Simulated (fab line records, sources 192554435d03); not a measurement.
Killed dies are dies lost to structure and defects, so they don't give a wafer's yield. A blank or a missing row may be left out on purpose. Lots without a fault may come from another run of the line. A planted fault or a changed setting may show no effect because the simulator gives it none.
A struck lot beside a sound one | flow n5_finfet | 37 steps out of a route of 1938
Sound: wafers L934.2, L934.4, L934.6. Struck: wafers L932.2, L932.5, L932.6. The cause comes at the end.
At each step with rows: each side's tool, then ch and its chambers, then its first start. Under that, the readings that differ: sound wafers | struck wafers | difference of the means | sigmas: that difference in standard deviations of wafers without a fault.
alike: readings whose means differ by less than 2 such deviations, and words and numbers that are the same on both sides. not compared: withheld readings, readings that some wafer has no value for, bounds like >300 that may hide the same value, and numbers for which the record gives no deviation and whose values overlap.
The two part at a step that has a row with sigmas, a row that says differs or no value, or rows on one side only. Numbers that don't overlap but have no deviation are shown without sigmas and don't part them. A reading that every wafer of one side lacks parts them only if that side has two wafers or more.

N5_BEOL_M3_ANNEAL_51: time 90 s.
  sound on rtp_anneal-01 ch 0, day 11 22:04; struck on rtp_anneal-02 ch 0, day 10 16:20
  alike: wafer_temp_C_max
N5_BEOL_M3_CMP_52: polishes, stops on SiOC, t overpolish 6.8 s, target thk 40 nm.
  sound on cmp-02 ch 2,3, day 11 22:19; struck on cmp-01 ch 0,2,3, day 10 16:42
  alike: barrier_field_endpoint_s, motor_current_A, overpolish_run_s, time_to_endpoint_s
N5_BEOL_M3_THK_MEAS_53: measures by xrf.
  sound on film_metro-01, day 11 22:37; struck on film_metro-02, day 10 16:53
  alike: M3_THK
N5_BEOL_M3_PRE_CLEAN_60: time 15 s.
  sound on cvd_co-01 ch 0,1,2, day 11 22:39; struck on cvd_co-01 ch 0,1,2, day 10 16:55
  alike: heater_power_w
  not compared: susceptor_temp_C
then, 3 steps without rows for these wafers: N5_BEOL_M3_CO_CAP_55 (material Co, precursor CCTBA/H2, target thk 2 nm, time 102.1 s); N5_BEOL_M3_PRE_CLEAN_56 (time 15 s); N5_BEOL_M3_DEP_57 (deposits SiCN from 3MS/NH3, target thk 8 nm, time 14 s).
N5_BEOL_M3_RS_MEAS_58: measures by four-point-probe.
  sound on film_metro-01, day 11 22:52; struck on film_metro-01, day 10 17:08
  alike: M3_RS
N5_BEOL_M3_INSPECT_59: inspects for defects (darkfield).
  sound on defect_inspect-02, day 11 22:54; struck on defect_inspect-02, day 10 17:10
  alike: raw_defect_count
then, 1 step without rows for these wafers: N5_BEOL_M4_ILD_DEP_00 (deposits SiOC from DEMS/O2, target thk 79 nm, time 15.3 s).
N5_BEOL_M4_THK_MEAS_01:
  sound on film_metro-02, day 11 23:00; struck on film_metro-01, day 10 17:16
  alike: M4_ILD_THK
then, 1 step without rows for these wafers: N5_BEOL_M4_PECVD_72 (deposits SiO2 from TEOS/O2, target thk 16 nm, time 18 s).
N5_BEOL_M4_HM_DEP_02: deposits TiN, target thk 20 nm.
  sound on pvd_sputter-02, day 12 02:15; struck on pvd_sputter-03, day 10 17:37
  no value came back on the struck wafers for chamber_pressure_pa (Pa), substrate_temp_c (C), susceptor_temp_C (C), throttle_valve_pct (%); on the sound wafers chamber_pressure_pa (Pa) reads 0.5014 0.5006 0.5015
then, 9 steps without rows for these wafers: N5_BEOL_M4_COAT_61 (time 60 s, resist thk 60 nm); N5_BEOL_M4_COAT_62 (time 60 s, resist thk 12 nm); N5_BEOL_M4_COAT_73 (time 60 s, resist thk 5 nm); N5_BEOL_M4_COAT_05 (resist thk 30 nm); N5_BEOL_M4_EBR_07; N5_BEOL_M4_SOFTBAKE_06 (time 60 s); N5_BEOL_M4_EXPOSE_08 (exposes mask M4); N5_BEOL_M4_PEB_09 (peb time 60 s); N5_BEOL_M4_DEVELOP_10 (develop time 30 s).
N5_BEOL_M4_CD_MEAS_11: target cd 16.79 nm.
  sound on cd_sem-01 ch 0, day 12 02:39; struck on cd_sem-01 ch 0, day 10 18:03
  alike: cd_nm
N5_BEOL_M4_OVL_MEAS_12:
  sound on overlay-01 ch 0, day 12 02:41; struck on overlay-02 ch 0, day 10 18:05
  alike: M4_OVL
N5_BEOL_M4_INSPECT_13: inspects for defects (brightfield).
  sound on defect_inspect-02, day 12 02:44; struck on defect_inspect-02, day 10 18:08
  alike: raw_defect_count
then, 1 step without rows for these wafers: N5_BEOL_M4_DESCUM_16 (chemistry O2, time 7 s).
N5_BEOL_M4_ETCH_74: etches underlayer in N2/H2, target depth 6.5 nm, time 5.2 s.
  sound on rie_diel-06 ch 2,3, day 12 02:48; struck on rie_diel-04 ch 0,1, day 10 18:12
  alike: drypump_motor_current_A, etch_rf_on_time_s, oes_product_au, rf_vpp_V, showerhead_plenum_p_Torr, throttle_valve_pct
  not compared: rf_hours_counter_h
N5_BEOL_M4_ETCH_63: etches SiARC in CF4, target depth 15.6 nm, time 26 s.
  sound on rie_diel-06 ch 2,3, day 12 02:49; struck on rie_diel-04 ch 0,1, day 10 18:13
  alike: drypump_motor_current_A, etch_rf_on_time_s, oes_product_au, rf_vpp_V, showerhead_plenum_p_Torr, throttle_valve_pct
  not compared: rf_hours_counter_h
then, 4 steps without rows for these wafers: N5_BEOL_M4_ETCH_64 (etches SOC in N2/H2, target depth 75 nm, overetch 22.5 nm, time 121.9 s); N5_BEOL_M4_STRIP_65 (strips in N2/H2); N5_BEOL_M4_STRIP_75 (strips in N2/H2); N5_BEOL_M4_STRIP_66 (strips in CF4).
N5_BEOL_M4_HM_OPEN_17: chemistry Cl2/BCl3, target TiN, target depth 20 nm, overetch 6 nm.
  sound on rie_metal-01 ch 0,1, day 12 03:01; struck on rie_metal-03 ch 0,1, day 10 18:25
  reading                  | sound             | struck            | difference | sigmas
  oes_product_au (a.u.)    | 0.69 0.70 0.60    | 0.27 0.34 0.26    | -0.37      | -4
  throttle_valve_pct (%)   | 22.27 22.25 22.18 | 23.03 22.64 23.06 | +0.68      | +4
  model.etch.depth_nm (nm) | 20.33 20.65 20.64 | 0 0 0             | -21        |
  alike: drypump_motor_current_A
  not compared: rf_hours_counter_h
then, 1 step without rows for these wafers: N5_BEOL_M4_STRIP_19 (strips in O2).
N5_BEOL_M4_CD_MEAS_18: pitch 36 nm, target cd 18 nm.
  sound on cd_sem-01, day 12 03:14; struck on cd_sem-01, day 10 18:36
  reading    | sound             | struck | difference                    | sigmas
  cd_nm (nm) | 17.84 17.62 17.84 | - - -  | no value on the struck wafers |
then, 1 step without rows for these wafers: N5_BEOL_M4_COAT_67 (time 60 s, resist thk 60 nm).
N5_BEOL_M4_RC_MEAS_101:
  the record has rows for the sound wafers here (prober-01 ch 0, day 12 09:55) and none for the struck ones

WHERE THEY PART
First at N5_BEOL_M4_HM_DEP_02; last, within this record, at N5_BEOL_M4_RC_MEAS_101.

WHY: what the simulator had put in
Skipped step whole: pvd_sputter-03, from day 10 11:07 on, at N5_BEOL_M4_HM_DEP_02. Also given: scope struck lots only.
